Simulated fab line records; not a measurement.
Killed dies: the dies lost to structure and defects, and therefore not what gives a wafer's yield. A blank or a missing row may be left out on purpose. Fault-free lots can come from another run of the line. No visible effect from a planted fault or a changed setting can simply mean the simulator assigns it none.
fab line records ; flow nandHarc
record lots=6; wafers=18; lastDay=24
route steps=1159 shown HYBRID_BOND@1095 THIN_TSV@1101 END@1159
lots untouched by any fault: they come from a run of this same line in which no faults occurred
startH: the number of hours between the record's first day and the start of the first shown wafer of the lot ; waitH: hours since the lot's step before ; " the same as in the row above ; L1.1+2: several wafers, shown together as one row ; - either no value or no given start ; * or withheld: withheld ; < > ~ a bound
route shown NAME@n: NAME is a module with steps in the file, n the number in the route of the first one ; usual: mean/standard deviation taken from wafers without a fault ; same: alike in all rows ; chamber/n: place in a boat ; sites: each site's reading ; _std_site: their standard deviation ; _edge_site: inner sites' mean taken away from outer sites' mean ; radiusMm: how far each site lies from the wafer's centre ; mask NAME#n: copy n ; behind: the most recent tool/chamber to have shaped the wafer ; hold: reason for holding the lot/hours on hold/outcome of the hold ; device: the n, p or np transistor that did not switch ; end of line: at the end of the route, the tests of the same wafers ; a step without rows: its recipe alone ; killed: not the wafer's yield, but the dies lost to structure and defects at the first sort ; map: dies across one wafer; x = killed, . = not, _ = none there
set.NAME: setting as actually run; set.NAME@STEP: the setting as run at that earlier step ; model.NAME: the simulator's own value behind a step, which no gauge read
lots at some steps of the route; a table a step, a row a wafer
services: the hour from which a tool's chamber was out of use, counted from the record's first day as startH (under 0 if before that day), plus the number of hours and why
## steps
# step NHARC_HYBRID_BOND_PRECLEAN_01
# recipe timeS=300; tempC=23; chemistry=DIW
# step NHARC_HYBRID_BOND_SRD_02
# recipe timeS=30; tempC=23; dryTimeS=20; spinRpm=1500
# step NHARC_HYBRID_BOND_BOND_03
# recipe tempC=25
# step NHARC_HYBRID_BOND_ANNEAL_04
# recipe tempC=300; timeS=7200; rampUpCPerMin=5; rampDownCPerMin=3; idleTempC=100; pressureAtm=1
# step NHARC_HYBRID_BOND_OVL_MEAS_05
# usual overlayXNm=1/35; overlayYNm=-6/30
lot.wafer;tool;chamber;startH;waitH;overlayXNm;overlayYNm
L514.3;overlay-02;-;433.68;0.4;15;0
L514.4;overlay-02;-;433.68;0.4;5;-17
L514.6;overlay-02;-;433.68;0.4;-61;-40
L512.2;overlay-01;-;433.69;0.4;22;44
L512.5;overlay-01;-;433.69;0.4;12;31
L512.6;overlay-01;-;433.69;0.4;7;-20
L525.1;overlay-01;-;503.15;0.4;43;27
L525.3;overlay-01;-;503.15;0.4;17;13
L525.6;overlay-01;-;503.15;0.4;-22;-53
L526.1;overlay-02;-;503.15;0.4;-1;-21
L526.2;overlay-02;-;503.15;0.4;-25;-19
L526.4;overlay-02;-;503.15;0.4;0;-45
L528.2;overlay-02;-;524.83;0.4;42;33
L528.4;overlay-02;-;524.83;0.4;-68;-17
L528.5;overlay-02;-;524.83;0.4;49;37
L533.3;overlay-02;-;546.45;0.4;16;-12
L533.4;overlay-02;-;546.45;0.4;-34;26
L533.5;overlay-02;-;546.45;0.4;3;24
# step NHARC_HYBRID_BOND_INSPECT_06
# recipe inspectInstrument=irVoid
# usual rawDefectCount=34/15
lot.wafer;tool;chamber;startH;waitH;rawDefectCount
L514.3;defectInspect-02;-;433.74;0.1;11
L514.4;defectInspect-02;-;433.74;0.1;14
L514.6;defectInspect-02;-;433.74;0.1;19
L512.2;defectInspect-01;-;433.76;0.1;14
L512.5;defectInspect-01;-;433.76;0.1;12
L512.6;defectInspect-01;-;433.76;0.1;6
L526.1;defectInspect-01;-;503.20;0.0;17
L526.2;defectInspect-01;-;503.20;0.0;32
L526.4;defectInspect-01;-;503.20;0.0;22
L525.1;defectInspect-02;-;503.20;0.0;47
L525.3;defectInspect-02;-;503.20;0.0;40
L525.6;defectInspect-02;-;503.20;0.0;38
L528.2;defectInspect-02;-;524.88;0.1;37
L528.4;defectInspect-02;-;524.88;0.1;31
L528.5;defectInspect-02;-;524.88;0.1;44
L533.3;defectInspect-01;-;546.50;0.1;40
L533.4;defectInspect-01;-;546.50;0.1;36
L533.5;defectInspect-01;-;546.50;0.1;44
# step NHARC_THIN_TSV_GRIND_00
# recipe targetThkUm=6
# step NHARC_THIN_TSV_CMP_01
# recipe targetThkUm=3
# step NHARC_THIN_TSV_THK_MEAS_02
# recipe thkMeasGauge=ir
# usual thkNm=3012/220
lot.wafer;tool;chamber;startH;waitH;thkNm
L514.3;filmMetro-01;-;435.37;-;3064
L514.4;filmMetro-01;-;435.37;-;3180
L514.6;filmMetro-01;-;435.37;-;3184
L512.2;filmMetro-01;-;438.96;0.2;2990
L512.5;filmMetro-01;-;438.96;0.2;2667
L512.6;filmMetro-01;-;438.96;0.2;2917
L526.1;filmMetro-01;-;504.84;-;2838
L526.2;filmMetro-01;-;504.84;-;2725
L526.4;filmMetro-01;-;504.84;-;2780
L525.1;filmMetro-01;-;506.02;-;3174
L525.3;filmMetro-01;-;506.02;-;3012
L525.6;filmMetro-01;-;506.02;-;3221
L528.2;filmMetro-01;-;526.53;0.2;2999
L528.4;filmMetro-01;-;526.53;0.2;3007
L528.5;filmMetro-01;-;526.53;0.2;2827
L533.3;filmMetro-01;-;560.21;-;3096
L533.4;filmMetro-01;-;560.21;-;3093
L533.5;filmMetro-01;-;560.21;-;2760
# step NHARC_THIN_TSV_SRD_03
# step NHARC_THIN_TSV_PRECLEAN_41
# recipe timeS=*; tempC=50; bathAgeMin=0; chemistry=SC1
# step NHARC_THIN_TSV_SRD_42
# step NHARC_THIN_TSV_DEP_43
# recipe targetThkA=13285; tempC=withheld; pressureTorr=6.5; rfW=900; teosFlowSccm=161.4; flowSccm=2650; targetThkNm=1328.5; gas=O2; material=SiO2
# usual throttleValvePct=15.7/0.56
lot.wafer;tool;chamber;startH;waitH;throttleValvePct
L514.3;pecvd-02;2;435.59;-;15.2
L514.6;pecvd-02;0;435.59;-;15.4
L514.4;pecvd-02;1;435.59;-;16.3
L512.2;pecvd-03;0;439.33;-;15.6
L512.6;pecvd-03;2;439.33;-;15.7
L512.5;pecvd-03;0;439.33;-;15.9
L526.1;pecvd-02;1;505.06;-;16.4
L526.2;pecvd-02;2;505.06;-;15.2
L526.4;pecvd-02;0;505.06;-;15.6
L525.1;pecvd-02;0;506.24;-;15.6
L525.3;pecvd-02;1;506.24;-;16.3
L525.6;pecvd-02;1;506.24;-;16.4
L528.2;pecvd-03;0;526.95;-;15.1
L528.5;pecvd-03;0;526.95;-;15.1
L528.4;pecvd-03;1;526.95;-;15.8
L533.3;pecvd-03;0;560.47;-;15.2
L533.4;pecvd-03;0;560.47;-;15.1
L533.5;pecvd-03;1;560.47;-;16.2
# step NHARC_THIN_TSV_DEHYDRATE_04
# recipe tempC=150; timeS=120
# step NHARC_THIN_TSV_HMDS_05
# recipe timeS=30
# step NHARC_THIN_TSV_COAT_06
# recipe spinRpm=*
# step NHARC_THIN_TSV_SOFTBAKE_07
# recipe tempC=122; timeS=95
# step NHARC_THIN_TSV_EBR_08
# step NHARC_THIN_TSV_EXPOSE_09
# recipe na=0.55; doseMj=30.7; maskId=TSV
# step NHARC_THIN_TSV_PEB_10
# recipe pebTempC=118; pebTimeS=85
# step NHARC_THIN_TSV_DEVELOP_11
# recipe timeS=70
# step NHARC_THIN_TSV_CD_MEAS_12
# recipe targetCdNm=1000; landingEnergyEv=500
# usual cdNm=1000.4/1.8
lot.wafer;tool;chamber;startH;waitH;cdNm
L514.3;cdSem-03;0;436.44;-;999.9
L514.4;cdSem-03;0;436.44;-;999.7
L514.6;cdSem-03;0;436.44;-;1000.3
L512.2;cdSem-03;0;440.11;-;1000.1
L512.5;cdSem-03;0;440.11;-;998.4
L512.6;cdSem-03;0;440.11;-;1000.2
L526.1;cdSem-02;0;505.89;-;1002.5
L526.2;cdSem-02;0;505.89;-;1003.5
L526.4;cdSem-02;0;505.89;-;1002.5
L525.1;cdSem-01;0;506.95;-;1000.9
L525.3;cdSem-01;0;506.95;-;1001.4
L525.6;cdSem-01;0;506.95;-;1003.1
L528.2;cdSem-02;0;527.66;-;998.2
L528.4;cdSem-02;0;527.66;-;997.7
L528.5;cdSem-02;0;527.66;-;997.8
L533.3;cdSem-03;0;561.26;-;998.6
L533.4;cdSem-03;0;561.26;-;998.8
L533.5;cdSem-03;0;561.26;-;998.9
# step NHARC_THIN_TSV_HARDBAKE_13
# recipe tempC=125; timeS=80
# step NHARC_THIN_TSV_DESCUM_14
# recipe timeS=3; o2FlowSccm=200; arFlowSccm=0; biasPowerW=0; chemistry=O2
# step NHARC_THIN_TSV_ETCH_44
# recipe targetDepthA=15942; timeS=797.1; cf4FlowSccm=150; o2FlowSccm=10; arFlowSccm=0; rfW=300; biasW=800; chemistry=CF4/O2
# step NHARC_THIN_TSV_ETCH_15
# recipe targetDepthA=30000; boschTargetOveretchCycles=2; boschEtchStepS=2.8; boschDepStepS=1.2; boschCycles=14
# step NHARC_THIN_TSV_CD_MEAS_16
# usual cdNm=1000.6/1.9
lot.wafer;tool;chamber;startH;waitH;cdNm
L514.3;cdSem-02;-;437.55;0.1;1000.0
L514.4;cdSem-02;-;437.55;0.1;1001.3
L514.6;cdSem-02;-;437.55;0.1;999.9
L512.2;cdSem-02;-;441.07;0.1;999.9
L512.5;cdSem-02;-;441.07;0.1;997.7
L512.6;cdSem-02;-;441.07;0.1;999.8
L526.1;cdSem-03;-;506.88;0.2;1002.9
L526.2;cdSem-03;-;506.88;0.2;1003.4
L526.4;cdSem-03;-;506.88;0.2;1003.5
L525.1;cdSem-02;-;507.91;0.1;1002.4
L525.3;cdSem-02;-;507.91;0.1;1001.5
L525.6;cdSem-02;-;507.91;0.1;1004.0
L528.2;cdSem-01;-;528.62;0.1;998.4
L528.4;cdSem-01;-;528.62;0.1;999.7
L528.5;cdSem-01;-;528.62;0.1;998.0
L533.3;cdSem-03;-;562.63;0.1;999.2
L533.4;cdSem-03;-;562.63;0.1;1000.1
L533.5;cdSem-03;-;562.63;0.1;998.8
# step NHARC_THIN_TSV_STRIP_45
# recipe powerW=1500; tempC=250; chemistry=O2
# usual drypumpMotorCurrentA=5.74/0.15; heaterPowerW=332/22
lot.wafer;tool;chamber;startH;waitH;drypumpMotorCurrentA;heaterPowerW;rfHoursCounterH
L514.4;plasmaAsher-02;0;437.71;0.2;5.69;313;-
L514.3;plasmaAsher-02;1;437.71;0.2;5.84;336;-
L514.6;plasmaAsher-02;0;437.71;0.2;5.72;313;-
L512.2;plasmaAsher-02;0;441.19;0.1;5.72;308;22
L512.6;plasmaAsher-02;0;441.19;0.1;5.71;322;-
L512.5;plasmaAsher-02;1;441.19;0.1;5.80;327;-
L526.1;plasmaAsher-02;0;506.95;0.1;5.73;316;46
L526.2;plasmaAsher-02;1;506.95;0.1;5.83;324;46
L526.4;plasmaAsher-02;0;506.95;0.1;5.66;313;-
L525.1;plasmaAsher-02;0;507.99;0.1;5.71;331;46
L525.3;plasmaAsher-02;1;507.99;0.1;5.81;325;-
L525.6;plasmaAsher-02;1;507.99;0.1;5.81;322;-
L528.2;plasmaAsher-01;1;528.82;0.2;5.43;350;22
L528.4;plasmaAsher-01;1;528.82;0.2;5.42;349;-
L528.5;plasmaAsher-01;0;528.82;0.2;5.92;374;-
L533.3;plasmaAsher-02;1;562.79;0.2;5.81;330;-
L533.4;plasmaAsher-02;0;562.79;0.2;5.67;292;-
L533.5;plasmaAsher-02;1;562.79;0.2;5.82;338;-
# step NHARC_THIN_TSV_STRIP_46
# recipe timeS=1200; tempC=72.5; chemistry=postEtchResidueRemover
# step NHARC_THIN_TSV_DEP_47
# recipe targetThkA=2000; tempC=withheld; pressureTorr=6.5; rfW=900; teosFlowSccm=161.4; flowSccm=2650; targetThkNm=200; gas=O2; material=SiO2
# step NHARC_THIN_TSV_ETCHBACK_48
# recipe targetDepthA=10285; overEtchFrac=0.3; timeS=405.17; ionEnergyEv=250; c4f8FlowSccm=withheld; arFlowSccm=withheld; rfW=600; biasW=300; chemistry=C4F8/Ar
# usual oesProductAu=0.94/0.032; rfVppV=546.9/2.5
lot.wafer;tool;chamber;startH;waitH;oesProductAu;rfHoursCounterH;rfVppV
L514.3;rieDiel-13;3;439.13;0.4;0.91;9;549.8
L514.6;rieDiel-13;0;439.13;0.4;0.92;-;548.2
L514.4;rieDiel-13;3;439.13;0.4;0.91;-;549.4
L512.2;rieDiel-11;2;442.66;0.5;0.94;3;545.3
L512.6;rieDiel-11;0;442.66;0.5;0.91;-;548.7
L512.5;rieDiel-11;1;442.66;0.5;0.92;-;548.6
L526.2;rieDiel-13;2;508.17;-;0.98;2;543.3
L526.1;rieDiel-13;3;508.17;-;0.98;4;549.1
L526.4;rieDiel-13;0;508.17;-;0.95;4;547.2
L525.3;rieDiel-11;1;509.23;-;0.98;5;547.1
L525.1;rieDiel-11;2;509.23;-;0.97;7;547.6
L525.6;rieDiel-11;0;509.23;-;0.96;-;549.7
L528.4;rieDiel-13;3;530.06;-;0.93;5;549.3
L528.2;rieDiel-13;0;530.06;-;0.92;6;549.3
L528.5;rieDiel-13;1;530.06;-;0.92;-;548.6
L533.4;rieDiel-02;0;563.93;-;0.92;5;543.8
L533.3;rieDiel-02;1;563.93;-;0.92;5;544.8
L533.5;rieDiel-02;3;563.93;-;0.93;-;543.1
# step NHARC_THIN_TSV_STRIP_62
# recipe powerW=1500; tempC=250; timeS=20; chemistry=N2/H2
# step NHARC_THIN_TSV_DEGAS_49
# recipe tempC=300; timeS=120
# usual heaterPowerW=460/47
lot.wafer;tool;chamber;startH;waitH;heaterPowerW
L514.3;pvdSputter-01;-;439.63;0.1;379
L514.4;pvdSputter-01;-;439.63;0.1;457
L514.6;pvdSputter-01;-;439.63;0.1;456
L512.2;pvdSputter-02;-;443.15;0.2;454
L512.5;pvdSputter-02;-;443.15;0.2;436
L512.6;pvdSputter-02;-;443.15;0.2;527
L526.2;pvdSputter-01;-;508.70;0.1;529
L526.1;pvdSputter-01;-;508.70;0.1;439
L526.4;pvdSputter-01;-;508.70;0.1;456
L525.3;pvdSputter-03;-;509.73;0.1;400
L525.1;pvdSputter-03;-;509.73;0.1;439
L525.6;pvdSputter-03;-;509.73;0.1;404
L528.4;pvdSputter-02;-;530.54;0.1;498
L528.2;pvdSputter-02;-;530.54;0.1;451
L528.5;pvdSputter-02;-;530.54;0.1;530
L533.3;pvdSputter-02;-;564.64;0.1;490
L533.4;pvdSputter-02;-;564.64;0.1;457
L533.5;pvdSputter-02;-;564.64;0.1;530
# step NHARC_THIN_TSV_PRE_CLEAN_50
# recipe timeS=30; tempC=280; gas=H2/He
# step NHARC_THIN_TSV_PVD_19
# recipe targetThkA=200; chamberPressurePa=5; material=TaN
# usual throttleValvePct=30.2/0.85
lot.wafer;tool;chamber;startH;waitH;throttleValvePct
L514.3;pvdSputter-01;-;-;-;30.6
L514.4;pvdSputter-01;-;-;-;30.6
L514.6;pvdSputter-01;-;-;-;30.6
L512.2;pvdSputter-02;-;-;-;30.3
L512.5;pvdSputter-02;-;-;-;30.0
L512.6;pvdSputter-02;-;-;-;31.1
L526.2;pvdSputter-01;-;-;-;30.5
L526.1;pvdSputter-01;-;-;-;30.2
L526.4;pvdSputter-01;-;-;-;31.0
L525.1;pvdSputter-03;-;-;-;29.7
L525.3;pvdSputter-03;-;-;-;30.8
L525.6;pvdSputter-03;-;-;-;28.3
L528.4;pvdSputter-02;-;-;-;30.7
L528.2;pvdSputter-02;-;-;-;29.8
L528.5;pvdSputter-02;-;-;-;30.4
L533.4;pvdSputter-02;-;-;-;30.8
L533.3;pvdSputter-02;-;-;-;30.2
L533.5;pvdSputter-02;-;-;-;30.4
# step NHARC_THIN_TSV_PVD_51
# recipe targetThkA=1000; chamberPressurePa=5; material=Cu
# usual throttleValvePct=30.2/0.83
lot.wafer;tool;chamber;startH;waitH;throttleValvePct
L514.3;pvdSputter-01;-;-;-;30.8
L514.4;pvdSputter-01;-;-;-;30.1
L514.6;pvdSputter-01;-;-;-;29.9
L512.2;pvdSputter-02;-;-;-;30.1
L512.6;pvdSputter-02;-;-;-;30.3
L512.5;pvdSputter-02;-;-;-;30.5
L526.2;pvdSputter-01;-;-;-;29.0
L526.1;pvdSputter-01;-;-;-;30.6
L526.4;pvdSputter-01;-;-;-;30.2
L525.3;pvdSputter-03;-;-;-;28.6
L525.1;pvdSputter-03;-;-;-;30.9
L525.6;pvdSputter-03;-;-;-;28.6
L528.2;pvdSputter-02;-;-;-;31.1
L528.4;pvdSputter-02;-;-;-;29.6
L528.5;pvdSputter-02;-;-;-;30.2
L533.3;pvdSputter-02;-;-;-;31.0
L533.4;pvdSputter-02;-;-;-;30.6
L533.5;pvdSputter-02;-;-;-;31.0
# step NHARC_THIN_TSV_ECD_20
# recipe targetThkA=20000; material=Cu
# step NHARC_THIN_TSV_ANNEAL_52
# recipe tempC=225; timeS=90
# step NHARC_THIN_TSV_CMP_21
# recipe tOverpolishS=30; targetThkNm=2000
# step NHARC_THIN_TSV_SRD_23
# step NHARC_THIN_TSV_DEGAS_53
# recipe tempC=300; timeS=60
# step NHARC_END_SORT_01
# recipe tempC=25
# usual defectLimitedYield=95.1/1.8; killedAtArray=29/11; killedAtOther=0.5/0.8; killedAtPeriphery=3.5/2.8; killedDies=33/12; killedOpen=3.1/1.8; killedShort=1.8/1.4; sort_bin_2_pct=1.5/0.65; sort_bin_3_pct=0.24/0.21; sort_bin_4_pct=3.1/1.2; sortNPass=644/12; sortRimYieldPct=97.5/1.9; sortYieldPct=95.1/1.8
# same grossDies=677; sort_bin_5_pct[%]=0; sort_bin_6_pct[%]=0; sort_bin_7_pct[%]=0; sort_bin_8_pct[%]=0; sortRimNGross=106.00
lot.wafer;tool;chamber;startH;waitH;hold;defectLimitedYield[%];killedAtArray;killedAtOther;killedAtPeriphery;killedDies;killedOpen;killedShort;sort_bin_2_pct[%];sort_bin_3_pct[%];sort_bin_4_pct[%];sortNPass;sortRimYieldPct[%];sortYieldPct[%]
L514.3;prober-02;0;462.63;3.1;-;98.1;10;0;3;13;3;1;0.6;0.15;1.2;664;100.0;98.1
L514.4;prober-02;0;463.43;3.4;-;97.8;14;0;1;15;3;1;0.6;0.15;1.5;662;99.1;97.8
L514.6;prober-02;0;465.03;4.0;-;97.5;15;0;2;17;4;0;1.3;0.15;1.0;660;98.1;97.5
L525.1;prober-02;0;520.58;2.5;awaitDispo/2.0h/release;0;42;634;1;677;4;0;95.6;0.44;4.0;0;0;0
L525.3;prober-02;0;522.20;3.1;awaitDispo/2.0h/release;94.7;35;1;0;36;1;3;1.8;0.44;3.1;641;97.2;94.7
L525.6;prober-02;0;524.63;4.1;awaitDispo/2.0h/release;94.5;34;1;2;37;3;2;1.6;0.15;3.7;640;99.1;94.5
L526.1;prober-01;0;521.78;2.5;awaitDispo/3.9h/release;97.2;15;0;4;19;1;2;1.0;0.15;1.6;658;99.1;97.2
L526.2;prober-01;0;522.58;2.8;awaitDispo/3.9h/release;95.3;28;0;4;32;4;1;2.2;0.15;2.4;645;96.2;95.3
L526.4;prober-01;0;524.18;3.4;awaitDispo/3.9h/release;0;14;658;5;677;2;1;97.9;0;2.1;0;0;0
L528.2;prober-02;0;543.43;2.8;-;94.5;34;0;3;37;3;4;1.6;0.15;3.7;640;97.2;94.5
L528.4;prober-02;0;545.02;3.4;-;94.7;33;0;3;36;6;4;1.9;0;3.4;641;97.2;94.7
L528.5;prober-02;0;545.82;3.7;-;94.8;33;0;2;35;0;2;1.6;0.44;3.1;642;97.2;94.8
L533.3;prober-01;0;586.15;3.1;-;95.3;31;0;1;32;4;1;1.9;0.30;2.5;645;98.1;95.3
L533.4;prober-01;0;586.95;3.4;-;96.2;22;1;3;26;0;0;0.6;0.89;2.4;651;100.0;96.2
L533.5;prober-01;0;587.76;3.7;-;95.0;28;2;4;34;2;0;1.5;0.15;3.4;643;99.1;95.0
# killed by level:class
L514.3 A_CONTACT:chamberFilmFlake=3 A_CHANNEL_HOLE_D1:chamberFilmFlake=2 P_M0:geometricParticle:open=1 P_M1:geometricParticle:open=1 A_ONON_D1:geometricParticle:open=1 A_M0:geometricParticle:short=1 P_M1:chamberFilmFlake=1 A_SLIT:chamberFilmFlake=1
L514.4 A_BLC:geometricParticle:open=3 A_CHANNEL_HOLE_D1:chamberFilmFlake=2 A_STAIRCASE:chamberFilmFlake=2 A_WL_FILL:chamberFilmFlake=2 A_M1:chamberFilmFlake=2 A_ONON_D1:geometricParticle:short=1 P_GATE:chamberFilmFlake=1 A_SLIT:chamberFilmFlake=1
L514.6 A_M1:chamberFilmFlake=3 P_ZERO_WELL:chamberFilmFlake=2 A_STAIRCASE:chamberFilmFlake=2 A_CONTACT:chamberFilmFlake=2 A_SOURCE_PLATE:geometricParticle:open=1 A_ONON_D1:geometricParticle:open=1 A_WL_FILL:geometricParticle:open=1 A_M0:geometricParticle:open=1
L525.1 THIN_TSV:areaDep=634 A_CHANNEL_HOLE_D1:chamberFilmFlake=18 A_SLIT:chamberFilmFlake=15 A_STAIRCASE:chamberFilmFlake=4 A_WL_FILL:geometricParticle:open=2 A_CHANNEL_FILL_D1:geometricParticle:open=1 A_CONTACT:geometricParticle:open=1 P_GATE:chamberFilmFlake=1
L526.1 A_CONTACT:chamberFilmFlake=5 A_CHANNEL_HOLE_D1:chamberFilmFlake=4 P_BONDPAD:chamberFilmFlake=3 A_STAIRCASE:chamberFilmFlake=2 A_WL_FILL:geometricParticle:short=1 A_CONTACT:geometricParticle:short=1 A_M1:geometricParticle:open=1 P_GATE:chamberFilmFlake=1
L525.3 A_CHANNEL_HOLE_D1:chamberFilmFlake=17 A_SLIT:chamberFilmFlake=10 A_STAIRCASE:chamberFilmFlake=4 A_CONTACT:geometricParticle:open=1 A_CONTACT:geometricParticle:short=1 A_M1:geometricParticle:short=1 STARTING-WAFER:geometricParticle:short=1 A_WL_FILL:chamberFilmFlake=1
L526.2 A_CHANNEL_HOLE_D1:chamberFilmFlake=8 A_STAIRCASE:chamberFilmFlake=8 A_CONTACT:chamberFilmFlake=6 A_CHANNEL_FILL_D1:chamberFilmFlake=2 P_GATE:geometricParticle:open=1 P_M2:geometricParticle:open=1 A_ONON_D1:geometricParticle:open=1 A_CHANNEL_HOLE_D1:geometricParticle:open=1
L526.4 THIN_TSV:areaDep=658 A_CHANNEL_HOLE_D1:chamberFilmFlake=6 P_STI:chamberFilmFlake=2 A_CHANNEL_FILL_D1:chamberFilmFlake=2 A_STAIRCASE:chamberFilmFlake=2 A_CONTACT:chamberFilmFlake=2 P_M0:geometricParticle:open=1 P_M0:geometricParticle:short=1
L525.6 A_SLIT:chamberFilmFlake=15 A_CHANNEL_HOLE_D1:chamberFilmFlake=12 A_STAIRCASE:chamberFilmFlake=2 P_M0:geometricParticle:open=1 A_ONON_D1:geometricParticle:short=1 A_WL_FILL:geometricParticle:short=1 A_CONTACT:geometricParticle:open=1 STARTING-WAFER:geometricParticle:open=1
L528.2 A_CHANNEL_HOLE_D1:chamberFilmFlake=17 A_STAIRCASE:chamberFilmFlake=5 A_CONTACT:chamberFilmFlake=3 A_M0:geometricParticle:short=2 A_CHANNEL_FILL_D1:chamberFilmFlake=2 A_SLIT:chamberFilmFlake=2 P_GATE:geometricParticle:open=1 P_M0:geometricParticle:open=1
L528.4 A_CHANNEL_HOLE_D1:chamberFilmFlake=19 A_ONON_D1:geometricParticle:short=2 A_M0:geometricParticle:open=2 A_CONTACT:chamberFilmFlake=2 P_CONTACT:geometricParticle:open=1 A_ONON_D1:geometricParticle:open=1 A_CHANNEL_FILL_D1:geometricParticle:short=1 A_CHANNEL_FILL_D1:geometricParticle:open=1
L528.5 A_CHANNEL_HOLE_D1:chamberFilmFlake=15 A_CONTACT:chamberFilmFlake=7 A_SLIT:chamberFilmFlake=4 A_STAIRCASE:chamberFilmFlake=3 A_CHANNEL_FILL_D1:chamberFilmFlake=2 P_M2:geometricParticle:short=1 A_CHANNEL_HOLE_D1:geometricParticle:short=1 P_M0:chamberFilmFlake=1
L533.3 A_CHANNEL_HOLE_D1:chamberFilmFlake=20 A_CONTACT:chamberFilmFlake=5 A_ONON_D1:geometricParticle:open=2 A_STAIRCASE:chamberFilmFlake=2 P_M1:geometricParticle:open=1 A_CHANNEL_HOLE_D1:geometricParticle:short=1 A_CONTACT:geometricParticle:open=1
L533.4 A_CHANNEL_HOLE_D1:chamberFilmFlake=13 A_CONTACT:chamberFilmFlake=5 P_GATE:chamberFilmFlake=2 A_STAIRCASE:chamberFilmFlake=2 P_ZERO_WELL:chamberFilmFlake=1 A_ZERO_WELL:chamberFilmFlake=1 A_SLIT:chamberFilmFlake=1 THIN_TSV:chamberFilmFlake=1
L533.5 A_CHANNEL_HOLE_D1:chamberFilmFlake=20 A_CONTACT:chamberFilmFlake=5 P_STI:chamberFilmFlake=2 THIN_TSV:chamberFilmFlake=2 P_GATE:geometricParticle:open=1 A_CONTACT:geometricParticle:open=1 P_GATE:chamberFilmFlake=1 A_STAIRCASE:chamberFilmFlake=1
# map L525.1 (x killed, . not)
____________x____________
_________xxxxxxx_________
_______xxxxxxxxxxx_______
______xxxxxxxxxxxxx______
_____xxxxxxxxxxxxxxx_____
____xxxxxxxxxxxxxxxxx____
____xxxxxxxxxxxxxxxxx____
___xxxxxxxxxxxxxxxxxxx___
___xxxxxxxxxxxxxxxxxxx___
__xxxxxxxxxxxxxxxxxxxxx__
__xxxxxxxxxxxxxxxxxxxxx__
_xxxxxxxxxxxxxxxxxxxxxxx_
_xxxxxxxxxxxxxxxxxxxxxxx_
_xxxxxxxxxxxxxxxxxxxxxxx_
_xxxxxxxxxxxxxxxxxxxxxxx_
_xxxxxxxxxxxxxxxxxxxxxxx_
xxxxxxxxxxxxxxxxxxxxxxxxx
xxxxxxxxxxxxxxxxxxxxxxxxx
xxxxxxxxxxxxxxxxxxxxxxxxx
xxxxxxxxxxxxxxxxxxxxxxxxx
xxxxxxxxxxxxxxxxxxxxxxxxx
_xxxxxxxxxxxxxxxxxxxxxxx_
_xxxxxxxxxxxxxxxxxxxxxxx_
_xxxxxxxxxxxxxxxxxxxxxxx_
_xxxxxxxxxxxxxxxxxxxxxxx_
_xxxxxxxxxxxxxxxxxxxxxxx_
__xxxxxxxxxxxxxxxxxxxxx__
__xxxxxxxxxxxxxxxxxxxxx__
___xxxxxxxxxxxxxxxxxxx___
___xxxxxxxxxxxxxxxxxxx___
____xxxxxxxxxxxxxxxxx____
____xxxxxxxxxxxxxxxxx____
_____xxxxxxxxxxxxxxx_____
______xxxxxxxxxxxxx______
_______xxxxxxxxxxx_______
_________xxxxxxx_________
____________x____________
# map L526.4 (x killed, . not)
____________x____________
_________xxxxxxx_________
_______xxxxxxxxxxx_______
______xxxxxxxxxxxxx______
_____xxxxxxxxxxxxxxx_____
____xxxxxxxxxxxxxxxxx____
____xxxxxxxxxxxxxxxxx____
___xxxxxxxxxxxxxxxxxxx___
___xxxxxxxxxxxxxxxxxxx___
__xxxxxxxxxxxxxxxxxxxxx__
__xxxxxxxxxxxxxxxxxxxxx__
_xxxxxxxxxxxxxxxxxxxxxxx_
_xxxxxxxxxxxxxxxxxxxxxxx_
_xxxxxxxxxxxxxxxxxxxxxxx_
_xxxxxxxxxxxxxxxxxxxxxxx_
_xxxxxxxxxxxxxxxxxxxxxxx_
xxxxxxxxxxxxxxxxxxxxxxxxx
xxxxxxxxxxxxxxxxxxxxxxxxx
xxxxxxxxxxxxxxxxxxxxxxxxx
xxxxxxxxxxxxxxxxxxxxxxxxx
xxxxxxxxxxxxxxxxxxxxxxxxx
_xxxxxxxxxxxxxxxxxxxxxxx_
_xxxxxxxxxxxxxxxxxxxxxxx_
_xxxxxxxxxxxxxxxxxxxxxxx_
_xxxxxxxxxxxxxxxxxxxxxxx_
_xxxxxxxxxxxxxxxxxxxxxxx_
__xxxxxxxxxxxxxxxxxxxxx__
__xxxxxxxxxxxxxxxxxxxxx__
___xxxxxxxxxxxxxxxxxxx___
___xxxxxxxxxxxxxxxxxxx___
____xxxxxxxxxxxxxxxxx____
____xxxxxxxxxxxxxxxxx____
_____xxxxxxxxxxxxxxx_____
______xxxxxxxxxxxxx______
_______xxxxxxxxxxx_______
_________xxxxxxx_________
____________x____________
## services
tool;chamber;startH;hours;kind
rieDiel-02;0;413.59;10.8;repair
pvdSputter-01;-;428.03;5.5;repair
rieDiel-13;2;430.34;10.0;repair
pecvd-03;1;436.33;12.3;repair
rieDiel-13;-;453.00;9.0;pm
plasmaAsher-01;-;453.11;9.0;pm
pvdSputter-03;-;458.09;10.0;pm
rieDiel-13;1;465.92;23.7;repair
rieDiel-13;0;467.41;1.6;repair
pecvd-03;-;473.23;13.0;pm
rieDiel-02;1;473.96;2.9;repair
rieDiel-13;2;481.73;11.1;repair
rieDiel-11;0;484.65;2.8;repair
pecvd-02;-;493.03;0.6;repair
rieDiel-11;1;495.22;5.8;repair
rieDiel-11;-;505.03;1.0;repair
rieDiel-02;-;505.30;9.0;pm
pvdSputter-01;-;514.00;10.0;pm
pecvd-02;-;515.00;13.0;pm
rieDiel-02;-;519.22;0.8;repair
plasmaAsher-02;-;526.34;1.2;repair
plasmaAsher-02;-;537.60;9.0;pm
rieDiel-11;-;547.55;9.0;pm
rieDiel-11;0;557.36;4.8;repair
## key
firstSign step=NHARC_END_SORT_01; reading=killedAtOther; direction=up; sigmas=99+; usual=0.5; struck=646
effect step=NHARC_END_SORT_01; reading=sort_bin_2_pct; direction=up; sigmas=99+; usual=1.5; struck=96.8
moreKillsBornAt NHARC_THIN_TSV_DEP_43@pecvd-02=1292
metAt NHARC_THIN_TSV_DEP_43
struckWafers L525.1,L526.4
laterRowsLeftOut L525.1,L526.4
onsetBetween 435.59 505.06
fault kind=processParameterDrift; tool=pecvd-02; chamber=0; onsetH=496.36; steps=NHARC_THIN_TSV_DEP_43; channel=targetThkA; offset=*; shape=step; endH=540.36; actsIn=*; stated=*
# laterRowsLeftOut: the simulator's readings of these wafers behind a module that went badly wrong aren't trusted and aren't shown, but for the sort
